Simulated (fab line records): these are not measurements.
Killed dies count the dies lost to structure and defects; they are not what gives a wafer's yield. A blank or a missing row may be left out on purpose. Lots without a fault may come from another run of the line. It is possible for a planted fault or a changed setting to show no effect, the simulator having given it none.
Chamber matching    flow n5Finfet    N5_PMOS_HMC_CHANNEL_EPI_HM_DEP_34 on pecvd-01: 3 sister chambers
The step deposits SiO2 from TEOS/O2, target thk 36 nm, time 6.9 s. 16 wafers are shown with their chamber, then 8 later ones without.

== WAFERS, EACH WITH ITS CHAMBER ==
wafer   chamber  throttleValvePct (%)  showerheadPlenumPTorr (Torr)  heaterPowerW (W)
L074.2  2        17.5                  8.28                          528
L074.3  1        18.9                  8.40                          409
L074.4  2        17.7                  8.28                          524
L075.1  1        18.9                  8.41                          456
L075.2  2        17.5                  8.30                          503
L075.5  2        17.5                  8.28                          500
L078.1  0        18.7                  8.33                          546
L078.4  2        17.4                  8.31                          518
L078.5  0        18.5                  8.35                          554
L081.1  1        18.7                  8.41                          459
L081.2  0        18.6                  8.32                          573
L081.3  0        18.7                  8.33                          574
L083.2  0        18.8                  8.33                          550
L083.5  0        18.7                  8.33                          566
L083.6  1        18.9                  8.42                          421
L088.2  2        17.5                  8.32                          500

SIGNATURES, as means of the wafers listed above
reading                chamber 0  chamber 1  chamber 2  scatter within a chamber
throttleValvePct       18.667     18.850     17.517     0.101
showerheadPlenumPTorr  8.3317     8.4100     8.2950     0.0131
heaterPowerW           560.50     436.25     512.17     16.2
Rule: a wafer lies at a distance from a chamber equal to the root of the sum of squares, over the readings, of (its reading less the chamber's mean, divided by the reading's scatter). The wafer belongs to the nearest chamber; if the next one is less than 2 further off, it can't be placed. The scatter: the root of (the sum of the squares of (reading less its chamber's mean) over the shown wafers, divided by (wafers less chambers)).

== WAFERS MISSING THEIR CHAMBER ==
wafer   throttleValvePct (%)  showerheadPlenumPTorr (Torr)  heaterPowerW (W)
L088.3  18.7                  8.32                          590
L088.5  17.6                  8.29                          518
L091.3  17.5                  8.28                          457
L091.4  18.7                  8.36                          594
L091.6  19.1                  8.41                          493
L097.1  18.7                  8.33                          484
L097.3  18.7                  8.40                          485
L097.6  18.9                  8.32                          469

== EACH ONE'S CHAMBER ==
wafer   from the rows above      in truth
L088.3  0                        0
L088.5  2                        2
L091.3  2                        2
L091.4  0                        0
L091.6  1                        1
L097.1  0                        0
L097.3  1                        1
L097.6  can't be placed: 0 or 1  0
Correct placement for 7 of the 8. Unplaceable from these rows: 1, with the true chamber sitting among the candidates in 1. Number placed wrongly: 0.
